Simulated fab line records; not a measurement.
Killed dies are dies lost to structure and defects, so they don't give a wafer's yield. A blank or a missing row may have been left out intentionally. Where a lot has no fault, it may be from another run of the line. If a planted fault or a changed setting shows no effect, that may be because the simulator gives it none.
Chamber matching + flow nand_harc + cmp-03 running NHARC_A_STAIRCASE_CMP_450: 4 sister chambers
The step polishes SiO2, target thk 200 nm. 18 wafers are shown with their chamber, then 9 later ones without.

## WAFERS PAIRED WITH THEIR CHAMBERS
| wafer  | chamber | motor_current_A (A) |
|--------|---------|---------------------|
| L075.1 | 1       | 14.3                |
| L075.2 | 2       | 13.8                |
| L075.5 | 0       | 9.6                 |
| L077.1 | 3       | 13.1                |
| L077.2 | 1       | 13.7                |
| L077.6 | 1       | 13.9                |
| L079.2 | 0       | 9.4                 |
| L079.4 | 3       | 12.0                |
| L079.6 | 3       | 12.8                |
| L080.3 | 2       | 13.0                |
| L080.4 | 0       | 9.6                 |
| L080.5 | 2       | 12.5                |
| L083.1 | 0       | 9.9                 |
| L083.3 | 2       | 13.6                |
| L083.5 | 2       | 12.7                |
| L088.1 | 0       | 10.1                |
| L088.3 | 3       | 12.8                |
| L088.4 | 1       | 13.9                |

SIGNATURES, as means of the wafers listed above
| reading         | chamber 0 | chamber 1 | chamber 2 | chamber 3 | scatter within a chamber |
|-----------------|-----------|-----------|-----------|-----------|--------------------------|
| motor_current_A | 9.720     | 13.950    | 13.120    | 12.675    | 0.417                    |
Rule: a wafer lies at a distance from a chamber equal to the root of the sum of squares, over the readings, of (its reading less the chamber's mean, divided by the reading's scatter). If the next closest chamber is less than 2 further off than the closest, the wafer can't be placed; otherwise it belongs to the closest. The scatter: take each reading less its chamber's mean, square it, sum over the shown wafers, divide by the number of wafers less the number of chambers, and take the root.

## WAFERS WITH NO CHAMBER GIVEN
| wafer  | motor_current_A (A) |
|--------|---------------------|
| L094.1 | 10.0                |
| L094.2 | 12.9                |
| L094.3 | 13.7                |
| L094.4 | 12.7                |
| L094.5 | 12.4                |
| L094.6 | 13.8                |
| L093.2 | 13.8                |
| L093.4 | 13.7                |
| L093.6 | 12.1                |

## CHAMBER TAKEN BY EACH
| wafer  | from the rows above          | in truth |
|--------|------------------------------|----------|
| L094.1 | 0                            | 0        |
| L094.2 | can't be placed: 2 or 3 or 1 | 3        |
| L094.3 | can't be placed: 1 or 2 or 3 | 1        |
| L094.4 | can't be placed: 3 or 2      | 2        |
| L094.5 | can't be placed: 3 or 2      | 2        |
| L094.6 | can't be placed: 1 or 2      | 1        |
| L093.2 | can't be placed: 1 or 2      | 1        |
| L093.4 | can't be placed: 1 or 2 or 3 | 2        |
| L093.6 | can't be placed: 3 or 2      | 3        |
1 of 9 placed correctly. Can't be placed from these rows: 8 (the true chamber is among the candidates in 8). Placed wrongly: 0.
